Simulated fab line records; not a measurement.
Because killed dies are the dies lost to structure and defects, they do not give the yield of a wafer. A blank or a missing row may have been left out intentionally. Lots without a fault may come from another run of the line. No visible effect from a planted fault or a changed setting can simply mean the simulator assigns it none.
fab line records ; flow nand-harc
[record] lots = 5; wafers = 15; last-day = 33
route steps=1302 shown A_M1@1172
lots with no fault: from the same line, run without faults
start-h: start of the lot's first displayed wafer, in hours after the record's first day ; wait-h: how many hours have passed since the lot's step before this one ; " as in the row above ; L1.1+2: several wafers, shown together as one row ; - no value, or no start was given ; * or withheld: withheld ; < > ~ a bound
route shown NAME@n: names a module that has steps shown in the file, with the first one's number in the route ; usual: mean and standard deviation over wafers with no fault ; same: alike in all rows ; chamber/n: place in a boat ; sites: per-site readings ; _std_site: their standard deviation ; _edge_site: inner sites' mean taken away from outer sites' mean ; radius-mm: for every site, how far away it sits from the centre of the wafer ; mask NAME#n: copy n ; behind: the most recent tool/chamber to have shaped the wafer ; hold: cause of the lot's hold/its duration in hours/its outcome ; device: whichever transistor did not switch (one of n, p or np) ; end of line: the route-end tests of the same wafers ; for a step that has no rows: nothing shown but its recipe ; killed: at the first sort, the dies lost to defects and structure; wafer yield is something else ; map: shows each die of a wafer: x if killed, . if not, _ if none is there
set.NAME: the setting the step ran with; set.NAME@STEP: the setting that earlier step ran with ; model.NAME: the simulator's own value behind a step, which no gauge read
lots at some steps of the route; a table a step, a row a wafer
services: a tool's chamber out of use, with start hour (start-h, from the record's first day; less than 0 if before it), hours out, and reason
[[steps]]
[step NHARC_A_M1_COAT_34]
[recipe] temp-c = 200; time-s = 65
[step NHARC_A_M1_COAT_03]
[recipe] spin-rpm = 1500; resist-thk-nm = 90
[step NHARC_A_M1_SOFTBAKE_04]
[recipe] temp-c = 105; time-s = 55
[step NHARC_A_M1_EBR_05]
[step NHARC_A_M1_EXPOSE_06]
[recipe] na = 1.35; target-cd-nm = 120; dose-mj = 75.13; mask-id = A_M1
[step NHARC_A_M1_PEB_07]
[recipe] peb-temp-c = 100; peb-time-s = 65
[step NHARC_A_M1_DEVELOP_08]
[recipe] develop-time-s = 35; dev-temp-c = 23
[step NHARC_A_M1_CD_MEAS_09]
[recipe] target-cd-nm = 120; landing-energy-ev = 500
[usual] cd-nm = 120.2/0.6
lot.wafer;tool;chamber;start-h;wait-h;cd-nm
L341.2;cd-sem-03;0;609.32;-;119.8
L341.3;cd-sem-03;0;609.32;-;120.2
L341.5;cd-sem-03;0;609.32;-;119.5
L343.4;cd-sem-03;0;640.55;-;121.1
L343.5;cd-sem-03;0;640.55;-;121.9
L343.6;cd-sem-03;0;640.55;-;121.0
L349.1;cd-sem-03;0;714.77;-;120.3
L349.4;cd-sem-03;0;714.77;-;120.1
L349.6;cd-sem-03;0;714.77;-;119.7
L351.2;cd-sem-03;0;721.17;-;119.4
L351.5;cd-sem-03;0;721.17;-;120.4
L351.6;cd-sem-03;0;721.17;-;120.1
L354.1;cd-sem-02;0;751.99;-;119.9
L354.4;cd-sem-02;0;751.99;-;119.1
L354.5;cd-sem-02;0;751.99;-;120.4
[step NHARC_A_M1_OVL_MEAS_10]
[recipe] pitch-nm = 240
[usual] overlay-x-nm = 0.2/0.98; overlay-y-nm = 0.0/0.87
lot.wafer;tool;chamber;start-h;wait-h;overlay-x-nm;overlay-y-nm
L341.2;overlay-02;-;609.41;-;-0.6;0.3
L341.3;overlay-02;-;609.41;-;-0.2;0.4
L341.5;overlay-02;-;609.41;-;-0.6;0.1
L343.4;overlay-02;-;640.63;-;1.4;-0.7
L343.5;overlay-02;-;640.63;-;1.5;-0.1
L343.6;overlay-02;-;640.63;-;2.0;-1.0
L349.1;overlay-02;-;714.86;-;0.6;0.9
L349.4;overlay-02;-;714.86;-;0.1;0.7
L349.6;overlay-02;-;714.86;-;1.0;0.5
L351.2;overlay-01;-;721.26;-;-0.6;0.9
L351.5;overlay-01;-;721.26;-;-0.7;1.1
L351.6;overlay-01;-;721.26;-;-0.4;0.6
L354.1;overlay-02;-;752.08;-;-2.0;-0.7
L354.4;overlay-02;-;752.08;-;-2.1;-0.3
L354.5;overlay-02;-;752.08;-;-2.0;0.2
[step NHARC_A_M1_INSPECT_11]
[usual] raw-defect-count = 91/39
lot.wafer;tool;chamber;start-h;wait-h;raw-defect-count
L341.2;defect-inspect-01;-;609.44;0.0;139
L341.3;defect-inspect-01;-;609.44;0.0;121
L341.5;defect-inspect-01;-;609.44;0.0;126
L343.4;defect-inspect-01;-;640.67;0.0;39
L343.5;defect-inspect-01;-;640.67;0.0;51
L343.6;defect-inspect-01;-;640.67;0.0;55
L349.1;defect-inspect-02;-;714.89;0.0;76
L349.4;defect-inspect-02;-;714.89;0.0;74
L349.6;defect-inspect-02;-;714.89;0.0;76
L351.2;defect-inspect-01;-;721.30;0.0;98
L351.5;defect-inspect-01;-;721.30;0.0;136
L351.6;defect-inspect-01;-;721.30;0.0;112
L354.1;defect-inspect-01;-;752.11;0.0;125
L354.4;defect-inspect-01;-;752.11;0.0;140
L354.5;defect-inspect-01;-;752.11;0.0;161
[step NHARC_A_M1_DESCUM_14]
[recipe] time-s = 3; o2-flow-sccm = 200; ar-flow-sccm = 0; bias-power-w = 0; chemistry = O2
[usual] drypump-motor-current-A = 5.9/0.6; oes-product-au = 1.001/0.011; rf-vpp-V = 57.9/0.96; showerhead-plenum-p-Torr = 1.91/0.097; throttle-valve-pct = 11.311/0.009
lot.wafer;tool;chamber;start-h;wait-h;drypump-motor-current-A;oes-product-au;rf-hours-counter-h;rf-vpp-V;showerhead-plenum-p-Torr;throttle-valve-pct
L341.3;rie-diel-03;1;609.51;0.1;6.2;0.991;4.7;57.6;1.90;11.322
L341.2;rie-diel-03;3;609.51;0.1;5.9;1.001;4.5;58.3;2.06;11.307
L341.5;rie-diel-03;0;609.51;0.1;5.8;1.019;-;56.4;1.82;11.299
L343.4;rie-diel-02;0;640.74;0.1;6.2;1.000;2.9;57.3;1.77;11.309
L343.6;rie-diel-02;3;640.74;0.1;4.7;0.997;-;60.0;2.05;11.314
L343.5;rie-diel-02;0;640.74;0.1;6.2;1.004;-;59.2;1.77;11.331
L349.1;rie-diel-02;2;714.95;0.1;6.3;0.996;7.6;58.9;1.81;11.310
L349.4;rie-diel-02;1;714.95;0.1;6.0;0.997;6.4;58.9;2.01;11.309
L349.6;rie-diel-02;2;714.95;0.1;6.2;0.998;-;55.9;1.81;11.298
L351.2;rie-diel-04;2;721.37;0.1;6.7;0.996;0.2;59.2;1.85;11.316
L351.6;rie-diel-04;0;721.37;0.1;6.5;0.995;-;58.1;1.99;11.300
L351.5;rie-diel-04;1;721.37;0.1;6.7;1.008;-;57.1;1.89;11.306
L354.4;rie-diel-03;3;752.17;0.1;5.9;1.007;3.0;58.7;2.06;11.305
L354.1;rie-diel-03;1;752.17;0.1;6.2;0.985;3.3;57.1;1.90;11.309
L354.5;rie-diel-03;3;752.17;0.1;5.9;1.000;-;57.7;2.06;11.303
[step NHARC_A_M1_ETCH_35]
[recipe] target-depth-a = 400; overetch-a = 120; time-s = 43.94; ion-energy-ev = 200; n2-flow-sccm = 150; h2-flow-sccm = 150; ar-flow-sccm = 0; rf-w = 400; bias-w = 150; chemistry = N2/H2
[usual] drypump-motor-current-A = 5.9/0.58; oes-product-au = 1.001/0.011; rf-fwd-power-W = 394.7/1.9; rf-vpp-V = 430.4/3; showerhead-plenum-p-Torr = 2.04/0.1; throttle-valve-pct = 14.171/0.0096
lot.wafer;tool;chamber;start-h;wait-h;drypump-motor-current-A;oes-product-au;rf-fwd-power-W;rf-hours-counter-h;rf-vpp-V;showerhead-plenum-p-Torr;throttle-valve-pct
L341.3;rie-diel-03;2;609.59;0.1;5.2;0.998;396.6;4.6;429.1;1.98;14.169
L341.2;rie-diel-03;3;609.59;0.1;5.9;1.007;394.8;4.5;435.4;2.20;14.164
L341.5;rie-diel-03;1;609.59;0.1;6.3;0.989;394.1;-;430.2;2.02;14.181
L343.4;rie-diel-02;0;640.83;0.1;6.3;0.999;397.3;2.9;424.4;1.88;14.181
L343.5;rie-diel-02;2;640.83;0.1;6.3;0.989;394.7;-;427.0;1.93;14.164
L343.6;rie-diel-02;3;640.83;0.1;4.7;1.005;396.0;-;434.6;2.19;14.155
L349.4;rie-diel-02;1;715.04;0.1;6.0;1.008;397.3;6.4;431.7;2.14;14.182
L349.1;rie-diel-02;3;715.04;0.1;4.7;1.015;393.9;8.0;435.1;2.19;14.169
L349.6;rie-diel-02;1;715.04;0.1;6.0;1.009;396.1;-;433.4;2.14;14.159
L351.2;rie-diel-04;0;721.44;0.1;6.5;0.988;393.2;0.2;433.1;2.13;14.163
L351.5;rie-diel-04;0;721.44;0.1;6.5;0.997;393.6;-;432.9;2.13;14.174
L351.6;rie-diel-04;1;721.44;0.1;6.7;1.004;396.6;-;430.2;2.01;14.166
L354.1;rie-diel-03;0;752.26;0.1;5.8;0.997;389.8;3.0;427.6;1.94;14.162
L354.4;rie-diel-03;3;752.26;0.1;5.9;1.012;395.5;3.1;434.8;2.20;14.172
L354.5;rie-diel-03;1;752.26;0.1;6.3;0.989;392.0;-;430.6;2.02;14.159
[step NHARC_A_M1_ETCH_15]
[recipe] target-depth-a = 1825; time-s = 91.2; c4f8-flow-sccm = withheld; ar-flow-sccm = 400; rf-w = 600; bias-w = 300; chemistry = C4F8/Ar
[usual] oes-product-au = 0.949/0.023; rf-fwd-power-W = 595.7/2.2; rf-vpp-V = 441/3
lot.wafer;tool;chamber;start-h;wait-h;oes-product-au;rf-fwd-power-W;rf-hours-counter-h;rf-vpp-V
L341.2;rie-diel-03;2;609.67;-;0.971;598.7;4.6;441
L341.3;rie-diel-03;0;609.67;-;0.981;594.0;3.6;438
L341.5;rie-diel-03;2;609.67;-;0.983;597.5;-;439
L343.4;rie-diel-02;0;640.92;-;0.977;597.9;2.9;437
L343.6;rie-diel-02;2;640.92;-;0.881;502.5;-;438
L343.5;rie-diel-02;3;640.92;-;0.950;595.9;-;444
L349.1;rie-diel-02;0;715.13;-;0.981;595.3;7.3;436
L349.4;rie-diel-02;2;715.13;-;0.974;594.5;7.6;437
L349.6;rie-diel-02;0;715.13;-;0.977;593.9;-;435
L351.2;rie-diel-04;0;721.55;-;0.967;596.2;0.2;443
L351.6;rie-diel-04;2;721.55;-;0.967;595.9;-;439
L351.5;rie-diel-04;3;721.55;-;0.969;595.7;-;440
L354.1;rie-diel-03;1;752.35;-;0.946;592.6;3.3;441
L354.4;rie-diel-03;0;752.35;-;0.954;591.6;3.0;439
L354.5;rie-diel-03;2;752.35;-;0.940;592.6;-;439
[step NHARC_A_M1_CD_MEAS_16]
[usual] cd-nm = 120.3/0.89
lot.wafer;tool;chamber;start-h;wait-h;cd-nm
L341.2;cd-sem-03;-;609.81;-;120.2
L341.3;cd-sem-03;-;609.81;-;120.2
L341.5;cd-sem-03;-;609.81;-;119.6
L343.4;cd-sem-01;-;641.04;-;120.6
L343.5;cd-sem-01;-;641.04;-;121.1
L343.6;cd-sem-01;-;641.04;-;120.4
L349.1;cd-sem-02;-;715.27;-;120.0
L349.4;cd-sem-02;-;715.27;-;120.7
L349.6;cd-sem-02;-;715.27;-;119.4
L351.2;cd-sem-03;-;721.66;-;119.1
L351.5;cd-sem-03;-;721.66;-;121.4
L351.6;cd-sem-03;-;721.66;-;120.5
L354.1;cd-sem-01;-;752.48;-;119.7
L354.4;cd-sem-01;-;752.48;-;120.1
L354.5;cd-sem-01;-;752.48;-;121.3
[[services]]
tool;chamber;start-h;hours;kind
rie-diel-03;0;589.80;-;clean
rie-diel-03;1;589.80;-;clean
rie-diel-03;2;589.80;-;clean
rie-diel-03;3;589.80;-;clean
rie-diel-02;-;596.22;1.1;repair
rie-diel-02;0;604.22;-;clean
rie-diel-02;1;604.22;-;clean
rie-diel-02;2;604.22;-;clean
rie-diel-02;3;604.22;-;clean
rie-diel-03;0;614.30;-;clean
rie-diel-03;1;614.30;-;clean
rie-diel-03;2;614.30;-;clean
rie-diel-03;3;614.30;-;clean
rie-diel-02;0;628.72;-;clean
rie-diel-02;1;628.72;-;clean
rie-diel-03;-;635.30;9.0;pm
rie-diel-04;3;662.12;3.4;repair
rie-diel-02;0;675.57;1.6;repair
rie-diel-04;2;681.28;22.1;repair
rie-diel-04;3;691.50;11.0;repair
rie-diel-04;0;697.94;5.2;repair
rie-diel-02;1;700.16;10.0;repair
rie-diel-04;-;708.90;9.0;pm
rie-diel-02;-;747.72;9.0;pm
[[key]]
[first-sign] step = NHARC_A_M1_ETCH_15; reading = rf-fwd-power-W; direction = down; sigmas = 43; usual = *; struck = *
effect none on later readings
met-at NHARC_A_M1_ETCH_15
struck-wafers L343.6
later-rows-left-out L343.6
sort-left-out L343.6
[fault] kind = process-parameter-drift; tool = rie-diel-02; chamber = 2; onset-h = 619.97; steps = NHARC_A_M1_ETCH_15; channel = rf-w; offset = *; shape = step; end-h = 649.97; acts-in = *; stated = *
// sort-left-out: the simulated sort isn't trusted on such a fault, so these wafers' sort isn't shown, and their yield isn't known
// later-rows-left-out: the simulator's readings of these wafers behind a module that went badly wrong aren't trusted and aren't shown, but for the sort
